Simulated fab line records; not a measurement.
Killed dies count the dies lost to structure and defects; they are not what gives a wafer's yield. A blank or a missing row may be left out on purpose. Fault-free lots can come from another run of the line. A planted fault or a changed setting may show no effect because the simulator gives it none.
Matching of chambers / flow n5-finfet / 4 sister chambers for N5_STI_FIN_REVEAL_ETCH_34 on rie-si-01
The step etches Si in H2, material Si, target depth 0.97 nm. 14 wafers are shown with their chamber, then 7 later ones without.

## WAFERS PAIRED WITH THEIR CHAMBERS
wafer=L074.1; chamber=1; drypump-motor-current-A (A)=5.6; oes-product-au (a.u.)=0.979; temp-c (C)=20.01
wafer=L074.3; chamber=0; drypump-motor-current-A (A)=6.2; oes-product-au (a.u.)=1.024; temp-c (C)=19.94
wafer=L074.4; chamber=2; drypump-motor-current-A (A)=5.5; oes-product-au (a.u.)=0.975; temp-c (C)=19.96
wafer=L077.3; chamber=3; drypump-motor-current-A (A)=4.6; oes-product-au (a.u.)=0.985; temp-c (C)=20.04
wafer=L077.5; chamber=2; drypump-motor-current-A (A)=5.5; oes-product-au (a.u.)=0.977; temp-c (C)=20.14
wafer=L077.6; chamber=1; drypump-motor-current-A (A)=5.6; oes-product-au (a.u.)=0.972; temp-c (C)=20.04
wafer=L079.2; chamber=3; drypump-motor-current-A (A)=4.6; oes-product-au (a.u.)=0.984; temp-c (C)=20.07
wafer=L079.4; chamber=2; drypump-motor-current-A (A)=5.5; oes-product-au (a.u.)=0.969; temp-c (C)=20.06
wafer=L079.5; chamber=1; drypump-motor-current-A (A)=5.6; oes-product-au (a.u.)=0.963; temp-c (C)=19.99
wafer=L081.1; chamber=2; drypump-motor-current-A (A)=5.5; oes-product-au (a.u.)=0.956; temp-c (C)=20.07
wafer=L081.2; chamber=3; drypump-motor-current-A (A)=4.7; oes-product-au (a.u.)=0.980; temp-c (C)=19.88
wafer=L081.6; chamber=0; drypump-motor-current-A (A)=6.2; oes-product-au (a.u.)=1.006; temp-c (C)=19.88
wafer=L084.1; chamber=2; drypump-motor-current-A (A)=5.5; oes-product-au (a.u.)=0.961; temp-c (C)=19.93
wafer=L084.2; chamber=3; drypump-motor-current-A (A)=4.7; oes-product-au (a.u.)=0.984; temp-c (C)=20.06

SIGNATURES (averages over the wafers above)
reading=drypump-motor-current-A; chamber 0=6.200; chamber 1=5.600; chamber 2=5.500; chamber 3=4.650; scatter within a chamber=0.0316
reading=oes-product-au; chamber 0=1.01500; chamber 1=0.97133; chamber 2=0.96760; chamber 3=0.98325; scatter within a chamber=0.00793
reading=temp-c; chamber 0=19.9100; chamber 1=20.0133; chamber 2=20.0320; chamber 3=20.0125; scatter within a chamber=0.0751
Rule: for each reading, subtract the chamber's mean from the wafer's reading, divide by that reading's scatter and square the result; add these up over the readings and take the root, which gives the wafer's distance from the chamber. The wafer belongs to the nearest chamber; if the next one is less than 2 further off, it can't be placed. The scatter: take each reading less its chamber's mean, square it, sum over the shown wafers, divide by the number of wafers less the number of chambers, and take the root.

## WAFERS MISSING THEIR CHAMBER
wafer=L084.5; drypump-motor-current-A (A)=6.2; oes-product-au (a.u.)=1.018; temp-c (C)=20.04
wafer=L091.3; drypump-motor-current-A (A)=5.5; oes-product-au (a.u.)=0.966; temp-c (C)=20.06
wafer=L091.4; drypump-motor-current-A (A)=5.6; oes-product-au (a.u.)=0.975; temp-c (C)=20.03
wafer=L091.6; drypump-motor-current-A (A)=5.6; oes-product-au (a.u.)=0.971; temp-c (C)=20.10
wafer=L097.1; drypump-motor-current-A (A)=6.2; oes-product-au (a.u.)=1.020; temp-c (C)=20.04
wafer=L097.3; drypump-motor-current-A (A)=5.5; oes-product-au (a.u.)=0.961; temp-c (C)=20.03
wafer=L097.4; drypump-motor-current-A (A)=4.7; oes-product-au (a.u.)=0.995; temp-c (C)=20.09

## WHICH CHAMBER EACH ONE RAN IN
wafer=L084.5; from the rows above=0; in truth=0
wafer=L091.3; from the rows above=2; in truth=2
wafer=L091.4; from the rows above=1; in truth=1
wafer=L091.6; from the rows above=1; in truth=1
wafer=L097.1; from the rows above=0; in truth=0
wafer=L097.3; from the rows above=2; in truth=2
wafer=L097.4; from the rows above=3; in truth=3
Correct placement for 7 of the 7. Left unplaced by these rows: 0. Number placed wrongly: 0.
